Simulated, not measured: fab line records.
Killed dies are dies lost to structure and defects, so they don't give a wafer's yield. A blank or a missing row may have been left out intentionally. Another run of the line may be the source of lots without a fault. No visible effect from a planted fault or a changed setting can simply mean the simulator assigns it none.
Which of the tools did it? || flow n5 finfet || 72 wafers from 24 lots sampled at 3 of the route's 1938 steps

WHAT THE GAUGES SHOWED, per wafer
N5_BEOL_M2_INSPECT_30: inspects for defects (brightfield). Usual: raw defect count 431, standard deviation 110.
{"lot": "L074", "measured": "day 6 14:56", "on": "defect inspect-01", "raw defect count": "459 387 496", "flag": ""}
{"lot": "L075", "measured": "day 6 18:52", "on": "defect inspect-02", "raw defect count": "285 280 329", "flag": ""}
{"lot": "L076", "measured": "day 7 01:55", "on": "defect inspect-02", "raw defect count": "436 712 412", "flag": ""}
{"lot": "L077", "measured": "day 7 07:31", "on": "defect inspect-02", "raw defect count": "505 372 488", "flag": ""}
{"lot": "L078", "measured": "day 7 18:53", "on": "defect inspect-01", "raw defect count": "627 704 683", "flag": ""}
{"lot": "L079", "measured": "day 8 00:04", "on": "defect inspect-01", "raw defect count": "486 506 580", "flag": ""}
{"lot": "L081", "measured": "day 8 12:10", "on": "defect inspect-01", "raw defect count": "499 487 407", "flag": ""}
{"lot": "L080", "measured": "day 8 16:05", "on": "defect inspect-01", "raw defect count": "576 456 575", "flag": ""}
{"lot": "L082", "measured": "day 8 19:22", "on": "defect inspect-02", "raw defect count": "456 258 417", "flag": ""}
{"lot": "L083", "measured": "day 9 02:17", "on": "defect inspect-01", "raw defect count": "306 305 395", "flag": ""}
{"lot": "L084", "measured": "day 9 02:28", "on": "defect inspect-01", "raw defect count": "322 365 382", "flag": ""}
{"lot": "L085", "measured": "day 9 17:14", "on": "defect inspect-01", "raw defect count": "377 382 452", "flag": ""}
{"lot": "L086", "measured": "day 9 21:39", "on": "defect inspect-02", "raw defect count": "327 344 382", "flag": ""}
{"lot": "L087", "measured": "day 9 22:05", "on": "defect inspect-02", "raw defect count": "372 288 262", "flag": ""}
{"lot": "L088", "measured": "day 10 00:16", "on": "defect inspect-01", "raw defect count": "456 388 552", "flag": ""}
{"lot": "L089", "measured": "day 10 01:39", "on": "defect inspect-01", "raw defect count": "428 522 471", "flag": ""}
{"lot": "L090", "measured": "day 10 17:24", "on": "defect inspect-02", "raw defect count": "382 435 470", "flag": ""}
{"lot": "L091", "measured": "day 10 23:41", "on": "defect inspect-02", "raw defect count": "696 453 426", "flag": ""}
{"lot": "L092", "measured": "day 11 02:31", "on": "defect inspect-01", "raw defect count": "524 642 559", "flag": ""}
{"lot": "L093", "measured": "day 11 04:22", "on": "defect inspect-01", "raw defect count": "351 387 363", "flag": ""}
{"lot": "L094", "measured": "day 11 09:48", "on": "defect inspect-02", "raw defect count": "372 275 469", "flag": ""}
{"lot": "L095", "measured": "day 11 18:33", "on": "defect inspect-02", "raw defect count": "382 885 451", "flag": ""}
{"lot": "L096", "measured": "day 11 23:56", "on": "defect inspect-01", "raw defect count": "390 331 302", "flag": ""}
{"lot": "L097", "measured": "day 12 06:07", "on": "defect inspect-02", "raw defect count": "295 480 419", "flag": ""}

EACH LOT AND THE TOOL THAT RAN IT (in order: tool; ch and the chambers of the sampled wafers; start)
{"lot": "L074", "N5_BEOL_M1_SPUTTER_96": "pvd sputter-01, day 6 10:35", "N5_BEOL_M2_PECVD_72": "pecvd-04 ch 0,2, day 6 11:50"}
{"lot": "L075", "N5_BEOL_M1_SPUTTER_96": "pvd sputter-02, day 6 14:08", "N5_BEOL_M2_PECVD_72": "pecvd-01 ch 0,2, day 6 15:22"}
{"lot": "L076", "N5_BEOL_M1_SPUTTER_96": "pvd sputter-03, day 6 22:16", "N5_BEOL_M2_PECVD_72": "pecvd-01 ch 0,2, day 6 23:30"}
{"lot": "L077", "N5_BEOL_M1_SPUTTER_96": "pvd sputter-01, day 7 03:50", "N5_BEOL_M2_PECVD_72": "pecvd-04 ch 0,2, day 7 05:05"}
{"lot": "L078", "N5_BEOL_M1_SPUTTER_96": "pvd sputter-01, day 7 14:55", "N5_BEOL_M2_PECVD_72": "pecvd-03 ch 0,1, day 7 16:08"}
{"lot": "L079", "N5_BEOL_M1_SPUTTER_96": "pvd sputter-03, day 7 19:18", "N5_BEOL_M2_PECVD_72": "pecvd-03 ch 0,1,2, day 7 20:31"}
{"lot": "L081", "N5_BEOL_M1_SPUTTER_96": "pvd sputter-02, day 8 06:21", "N5_BEOL_M2_PECVD_72": "pecvd-01 ch 0,1,2, day 8 07:34"}
{"lot": "L080", "N5_BEOL_M1_SPUTTER_96": "pvd sputter-01, day 8 11:57", "N5_BEOL_M2_PECVD_72": "pecvd-01 ch 0,1,2, day 8 13:15"}
{"lot": "L082", "N5_BEOL_M1_SPUTTER_96": "pvd sputter-03, day 8 16:26", "N5_BEOL_M2_PECVD_72": "pecvd-01 ch 0,1, day 8 17:38"}
{"lot": "L083", "N5_BEOL_M1_SPUTTER_96": "pvd sputter-01, day 8 22:21", "N5_BEOL_M2_PECVD_72": "pecvd-01 ch 0,2, day 8 23:41"}
{"lot": "L084", "N5_BEOL_M1_SPUTTER_96": "pvd sputter-02, day 8 23:09", "N5_BEOL_M2_PECVD_72": "pecvd-04 ch 0,1,2, day 9 00:23"}
{"lot": "L085", "N5_BEOL_M1_SPUTTER_96": "pvd sputter-03, day 9 12:54", "N5_BEOL_M2_PECVD_72": "pecvd-04 ch 0,1,2, day 9 15:11"}
{"lot": "L086", "N5_BEOL_M1_SPUTTER_96": "pvd sputter-03, day 9 18:28", "N5_BEOL_M2_PECVD_72": "pecvd-04 ch 0,1,2, day 9 19:59"}
{"lot": "L087", "N5_BEOL_M1_SPUTTER_96": "pvd sputter-01, day 9 18:56", "N5_BEOL_M2_PECVD_72": "pecvd-04 ch 0,2, day 9 20:11"}
{"lot": "L088", "N5_BEOL_M1_SPUTTER_96": "pvd sputter-02, day 9 19:12", "N5_BEOL_M2_PECVD_72": "pecvd-01 ch 0,1,2, day 9 21:12"}
{"lot": "L089", "N5_BEOL_M1_SPUTTER_96": "pvd sputter-02, day 9 22:35", "N5_BEOL_M2_PECVD_72": "pecvd-01 ch 0,1,2, day 10 00:00"}
{"lot": "L090", "N5_BEOL_M1_SPUTTER_96": "pvd sputter-03, day 10 14:04", "N5_BEOL_M2_PECVD_72": "pecvd-03 ch 0,1, day 10 15:41"}
{"lot": "L091", "N5_BEOL_M1_SPUTTER_96": "pvd sputter-02, day 10 17:47", "N5_BEOL_M2_PECVD_72": "pecvd-04 ch 0,1, day 10 20:29"}
{"lot": "L092", "N5_BEOL_M1_SPUTTER_96": "pvd sputter-02, day 10 21:46", "N5_BEOL_M2_PECVD_72": "pecvd-01 ch 0,1,2, day 10 22:59"}
{"lot": "L093", "N5_BEOL_M1_SPUTTER_96": "pvd sputter-02, day 11 00:37", "N5_BEOL_M2_PECVD_72": "pecvd-04 ch 0,2, day 11 01:52"}
{"lot": "L094", "N5_BEOL_M1_SPUTTER_96": "pvd sputter-02, day 11 06:01", "N5_BEOL_M2_PECVD_72": "pecvd-03 ch 0,2, day 11 07:16"}
{"lot": "L095", "N5_BEOL_M1_SPUTTER_96": "pvd sputter-01, day 11 13:09", "N5_BEOL_M2_PECVD_72": "pecvd-03 ch 0,1,2, day 11 14:34"}
{"lot": "L096", "N5_BEOL_M1_SPUTTER_96": "pvd sputter-03, day 11 20:41", "N5_BEOL_M2_PECVD_72": "pecvd-01 ch 0,2, day 11 21:58"}
{"lot": "L097", "N5_BEOL_M1_SPUTTER_96": "pvd sputter-02, day 12 00:49", "N5_BEOL_M2_PECVD_72": "pecvd-01 ch 0,2, day 12 02:02"}
- N5_BEOL_M1_SPUTTER_96: material Cu, target thk 4.5 nm, time 8.29 s.
- N5_BEOL_M2_PECVD_72: deposits SiO2 from TEOS/O2, target thk 16 nm, time 18 s.

WHAT THE TOOLS THEMSELVES READ (means of the sampled wafers that have a number; where no wafer has one, the mark that the record gives instead)
N5_BEOL_M1_SPUTTER_96. Usual: throttle valve pct 30.0 %, standard deviation 1.2.
{"lot": "L074", "tool": "pvd sputter-01", "throttle valve pct (%)": 31.5, "flag": ""}
{"lot": "L075", "tool": "pvd sputter-02", "throttle valve pct (%)": 28.9, "flag": ""}
{"lot": "L076", "tool": "pvd sputter-03", "throttle valve pct (%)": 29.4, "flag": ""}
{"lot": "L077", "tool": "pvd sputter-01", "throttle valve pct (%)": 31.6, "flag": ""}
{"lot": "L078", "tool": "pvd sputter-01", "throttle valve pct (%)": 31.4, "flag": ""}
{"lot": "L079", "tool": "pvd sputter-03", "throttle valve pct (%)": 29.8, "flag": ""}
{"lot": "L081", "tool": "pvd sputter-02", "throttle valve pct (%)": 28.7, "flag": ""}
{"lot": "L080", "tool": "pvd sputter-01", "throttle valve pct (%)": 31.4, "flag": ""}
{"lot": "L082", "tool": "pvd sputter-03", "throttle valve pct (%)": 30.6, "flag": ""}
{"lot": "L083", "tool": "pvd sputter-01", "throttle valve pct (%)": 31.6, "flag": ""}
{"lot": "L084", "tool": "pvd sputter-02", "throttle valve pct (%)": 29.1, "flag": ""}
{"lot": "L085", "tool": "pvd sputter-03", "throttle valve pct (%)": 30.0, "flag": ""}
{"lot": "L086", "tool": "pvd sputter-03", "throttle valve pct (%)": 30.2, "flag": ""}
{"lot": "L087", "tool": "pvd sputter-01", "throttle valve pct (%)": 31.4, "flag": ""}
{"lot": "L088", "tool": "pvd sputter-02", "throttle valve pct (%)": 29.2, "flag": ""}
{"lot": "L089", "tool": "pvd sputter-02", "throttle valve pct (%)": 29.0, "flag": ""}
{"lot": "L090", "tool": "pvd sputter-03", "throttle valve pct (%)": 29.8, "flag": ""}
{"lot": "L091", "tool": "pvd sputter-02", "throttle valve pct (%)": 28.6, "flag": ""}
{"lot": "L092", "tool": "pvd sputter-02", "throttle valve pct (%)": 28.9, "flag": ""}
{"lot": "L093", "tool": "pvd sputter-02", "throttle valve pct (%)": 28.8, "flag": ""}
{"lot": "L094", "tool": "pvd sputter-02", "throttle valve pct (%)": 28.8, "flag": ""}
{"lot": "L095", "tool": "pvd sputter-01", "throttle valve pct (%)": 31.7, "flag": ""}
{"lot": "L096", "tool": "pvd sputter-03", "throttle valve pct (%)": 29.9, "flag": ""}
{"lot": "L097", "tool": "pvd sputter-02", "throttle valve pct (%)": 28.9, "flag": ""}

N5_BEOL_M2_PECVD_72. Usual: heater power w 672 W, standard deviation 72; showerhead plenum p Torr 8.77 Torr, standard deviation 0.06; throttle valve pct 22.7 %, standard deviation 1.2.
{"lot": "L074", "tool": "pecvd-04", "heater power w (W)": 682, "showerhead plenum p Torr (Torr)": 8.79, "throttle valve pct (%)": 22.2, "flag": ""}
{"lot": "L075", "tool": "pecvd-01", "heater power w (W)": 611, "showerhead plenum p Torr (Torr)": 8.75, "throttle valve pct (%)": 22.8, "flag": ""}
{"lot": "L076", "tool": "pecvd-01", "heater power w (W)": 648, "showerhead plenum p Torr (Torr)": 8.75, "throttle valve pct (%)": 22.7, "flag": ""}
{"lot": "L077", "tool": "pecvd-04", "heater power w (W)": 622, "showerhead plenum p Torr (Torr)": 8.76, "throttle valve pct (%)": 22.3, "flag": ""}
{"lot": "L078", "tool": "pecvd-03", "heater power w (W)": 702, "showerhead plenum p Torr (Torr)": 8.81, "throttle valve pct (%)": 22.8, "flag": ""}
{"lot": "L079", "tool": "pecvd-03", "heater power w (W)": 660, "showerhead plenum p Torr (Torr)": 8.78, "throttle valve pct (%)": 22.2, "flag": ""}
{"lot": "L081", "tool": "pecvd-01", "heater power w (W)": 690, "showerhead plenum p Torr (Torr)": 8.75, "throttle valve pct (%)": 22.3, "flag": ""}
{"lot": "L080", "tool": "pecvd-01", "heater power w (W)": 688, "showerhead plenum p Torr (Torr)": 8.74, "throttle valve pct (%)": 22.4, "flag": ""}
{"lot": "L082", "tool": "pecvd-01", "heater power w (W)": 733, "showerhead plenum p Torr (Torr)": 8.69, "throttle valve pct (%)": 21.8, "flag": ""}
{"lot": "L083", "tool": "pecvd-01", "heater power w (W)": 624, "showerhead plenum p Torr (Torr)": 8.75, "throttle valve pct (%)": 22.8, "flag": ""}
{"lot": "L084", "tool": "pecvd-04", "heater power w (W)": 639, "showerhead plenum p Torr (Torr)": 8.80, "throttle valve pct (%)": 23.2, "flag": ""}
{"lot": "L085", "tool": "pecvd-04", "heater power w (W)": 629, "showerhead plenum p Torr (Torr)": 8.81, "throttle valve pct (%)": 23.1, "flag": ""}
{"lot": "L086", "tool": "pecvd-04", "heater power w (W)": 599, "showerhead plenum p Torr (Torr)": 8.81, "throttle valve pct (%)": 23.3, "flag": ""}
{"lot": "L087", "tool": "pecvd-04", "heater power w (W)": 611, "showerhead plenum p Torr (Torr)": 8.79, "throttle valve pct (%)": 22.3, "flag": ""}
{"lot": "L088", "tool": "pecvd-01", "heater power w (W)": 705, "showerhead plenum p Torr (Torr)": 8.75, "throttle valve pct (%)": 22.5, "flag": ""}
{"lot": "L089", "tool": "pecvd-01", "heater power w (W)": 752, "showerhead plenum p Torr (Torr)": 8.72, "throttle valve pct (%)": 22.4, "flag": ""}
{"lot": "L090", "tool": "pecvd-03", "heater power w (W)": 724, "showerhead plenum p Torr (Torr)": 8.80, "throttle valve pct (%)": 22.9, "flag": ""}
{"lot": "L091", "tool": "pecvd-04", "heater power w (W)": 679, "showerhead plenum p Torr (Torr)": 8.82, "throttle valve pct (%)": 24.3, "flag": ""}
{"lot": "L092", "tool": "pecvd-01", "heater power w (W)": 683, "showerhead plenum p Torr (Torr)": 8.74, "throttle valve pct (%)": 22.6, "flag": ""}
{"lot": "L093", "tool": "pecvd-04", "heater power w (W)": 595, "showerhead plenum p Torr (Torr)": 8.79, "throttle valve pct (%)": 22.4, "flag": ""}
{"lot": "L094", "tool": "pecvd-03", "heater power w (W)": 712, "showerhead plenum p Torr (Torr)": 8.79, "throttle valve pct (%)": 21.4, "flag": ""}
{"lot": "L095", "tool": "pecvd-03", "heater power w (W)": 685, "showerhead plenum p Torr (Torr)": 8.79, "throttle valve pct (%)": 22.4, "flag": ""}
{"lot": "L096", "tool": "pecvd-01", "heater power w (W)": 689, "showerhead plenum p Torr (Torr)": 8.72, "throttle valve pct (%)": 22.2, "flag": ""}
{"lot": "L097", "tool": "pecvd-01", "heater power w (W)": 717, "showerhead plenum p Torr (Torr)": 8.71, "throttle valve pct (%)": 22.2, "flag": ""}

THE ANSWER, worked out from the rows above alone
Rule: a lot is off if the mean of its wafers that have a number lies more than 3 standard deviations from the usual mean. Also off: a lot with no number at a reading for which 4 or more lots have one. All remaining lots with rows at the step are treated as sound. The gauges are gone through in route order, then the tools' own readings, and for those a lot's mean is taken as printed above. At the first step where some lot is off, the reading lying furthest off is the one used; lots without a number count as furthest.
Nothing can be told from this: no lot is off at any reading shown.

WHAT THE SIMULATOR HAD INSERTED
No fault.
